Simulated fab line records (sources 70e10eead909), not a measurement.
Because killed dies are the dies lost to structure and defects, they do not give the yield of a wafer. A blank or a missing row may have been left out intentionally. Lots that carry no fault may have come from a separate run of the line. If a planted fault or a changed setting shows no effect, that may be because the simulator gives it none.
fab line records | flow nand_harc
[record] lots = 7 wafers = 21 last_day = 24
route steps=1159 shown P_BONDPAD@387 A_START@389 A_ZERO_WELL@390
lots that met no fault: from a run of the same line without faults
start_h: hours from the record's opening day to when the first of the lot's shown wafers began | wait_h: time in hours since the lot's previous step | " unchanged from the row above | L1.1+2: a single row standing in for several wafers | - no value, or no start given | * or withheld: withheld | < > ~ a bound
route shown NAME@n: a module of which the file shows steps, and the number in the route of the first | usual: mean/standard deviation of fault-free wafers | same: alike in all rows | chamber/n: place in a boat | sites: each site's reading | _std_site: the standard deviation of these | _edge_site: inner sites' mean taken away from outer sites' mean | radius_mm: how far each site lies from the wafer's centre | mask NAME#n: copy n | behind: tool/chamber where the wafer was last shaped | hold: the reason the lot was held/the length of the hold in hours/how it ended | device: transistor that didn't switch, given as n, p or np | end of line: the tests these same wafers got at the end of their route | a step given without rows: its recipe and nothing more | killed: the dies lost at the first sort to structure and to defects; this is not the yield of the wafer | map: the dies of a wafer, with x for killed, . for not killed, _ for no die there
set.NAME: the run value of the setting; set.NAME@STEP: its run value at that earlier step | model.NAME: the simulator's own value behind a step, which no gauge read
a table for each step, a row for each wafer; lots at some steps of the route
services: a tool's chamber out of use, with start hour (start_h, from the record's first day; less than 0 if before it), hours out, and reason
[[steps]]
[step NHARC_P_BONDPAD_PRECLEAN_30]
[recipe] time_s = 300 temp_c = 23 chemistry = DIW
[step NHARC_P_BONDPAD_SRD_31]
[recipe] time_s = 30 temp_c = 23 dry_time_s = 20 spin_rpm = 1500
[step NHARC_A_START_INSPECT_01]
[usual] raw_defect_count = 3.4/1.8
// columns lot.wafer tool chamber start_h wait_h raw_defect_count
L405.2 defect_inspect-01 - 147.07 - 4
L405.3 " - " " 4
L405.5 " - " " 3
L413.3 defect_inspect-02 - 192.77 - 0
L413.4 " - " " 4
L413.5 " - " " 3
L416.2 defect_inspect-02 - 206.20 - 8
L416.3 " - " " 2
L416.5 " - " " 4
L415.3 defect_inspect-01 - 206.52 - 2
L415.4 " - " " 3
L415.5 " - " " 2
L420.1 defect_inspect-01 - 236.85 - 3
L420.4 " - " " 5
L420.6 " - " " 4
L422.1 defect_inspect-01 - 246.02 - 5
L422.3 " - " " 2
L422.6 " - " " 4
L423.1 defect_inspect-02 - 248.81 - 4
L423.4 " - " " 4
L423.6 " - " " 5
[step NHARC_A_ZERO_WELL_PRECLEAN_00]
[recipe] time_s = 600 temp_c = 120 chemistry = SPM
[step NHARC_A_ZERO_WELL_SRD_01]
[step NHARC_A_ZERO_WELL_DEHYDRATE_02]
[recipe] temp_c = 150 time_s = 120
[step NHARC_A_ZERO_WELL_HMDS_03]
[recipe] time_s = 30
[step NHARC_A_ZERO_WELL_COAT_18]
[recipe] temp_c = 200 time_s = 65
[step NHARC_A_ZERO_WELL_COAT_04]
[recipe] spin_rpm = 2000 resist_thk_nm = 600
[step NHARC_A_ZERO_WELL_SOFTBAKE_05]
[recipe] temp_c = 125 time_s = 70
[step NHARC_A_ZERO_WELL_EBR_06]
[step NHARC_A_ZERO_WELL_EXPOSE_07]
[recipe] na = 0.55 dose_mj = 33.85 mask_id = A_ZERO
[step NHARC_A_ZERO_WELL_PEB_08]
[recipe] peb_temp_c = 128 peb_time_s = 80
[usual] chill_plate_temp_C = 23.01/0.11 exhaust_pa = 44.9/0.92
// columns lot.wafer tool chamber start_h wait_h chill_plate_temp_C exhaust_pa
L405.2 litho_track-07 0 147.82 0.1 23.16 45.7
L405.3 " 0 " " 23.08 46.7
L405.5 " 0 " " 22.95 45.8
L413.3 litho_track-05 - 193.52 0.1 - -
L413.4 " - " " - -
L413.5 " - " " - -
L416.2 litho_track-05 - 206.84 0.1 - -
L416.3 " - " " - -
L416.5 " - " " - -
L415.3 litho_track-05 - 207.28 0.1 - -
L415.4 " - " " - -
L415.5 " - " " - -
L420.1 litho_track-07 0 237.48 0.1 23.05 43.1
L420.4 " 0 " " 23.18 44.8
L420.6 " 0 " " 23.02 44.1
L422.1 litho_track-05 0 246.65 0.1 22.97 45.6
L422.3 " 0 " " 22.95 45.3
L422.6 " 0 " " 23.17 44.6
L423.1 litho_track-03 0 249.45 0.1 23.03 46.1
L423.4 " 0 " " 23.11 44.9
L423.6 " 0 " " 23.00 46.3
[step NHARC_A_ZERO_WELL_DEVELOP_09]
[recipe] time_s = 50 dev_temp_c = 22
[[services]]
// columns tool chamber start_h hours kind
litho_track-07 - 189.01 7.0 pm
litho_track-03 - 213.00 7.0 pm
litho_track-05 - 237.00 7.0 pm
[[key]]
[first_sign] step = NHARC_A_ZERO_WELL_PEB_08 reading = tool_record direction = missing
effect none on later readings
met_at NHARC_A_ZERO_WELL_PEB_08
struck_wafers L413.3,L413.4,L413.5,L415.3,L415.4,L415.5,L416.2,L416.3,L416.5
later_rows_left_out L413.3,L413.4,L413.5,L415.3,L415.4,L415.5,L416.2,L416.3,L416.5
sort_left_out L413.3,L413.4,L413.5,L415.3,L415.4,L415.5,L416.2,L416.3,L416.5
tester_left_out L413,L415,L416
[fault] kind = skipped_step_whole tool = litho_track-05 chamber = - onset_h = 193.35 steps = NHARC_A_ZERO_WELL_PEB_08 scope = struck_lots_only
// tester_left_out: of these lots the tester's yield and bins aren't shown, on N5 and GAA mostly nor the transistor test; their killed dies are dies lost to structure and defects alone, not to doping, threshold or leakage, so they don't give the yield
// sort_left_out: the simulated sort isn't trusted on such a fault, so these wafers' sort isn't shown, and their yield isn't known
// later_rows_left_out: the simulator's readings of these wafers behind a module that went badly wrong aren't trusted and aren't shown, but for the sort
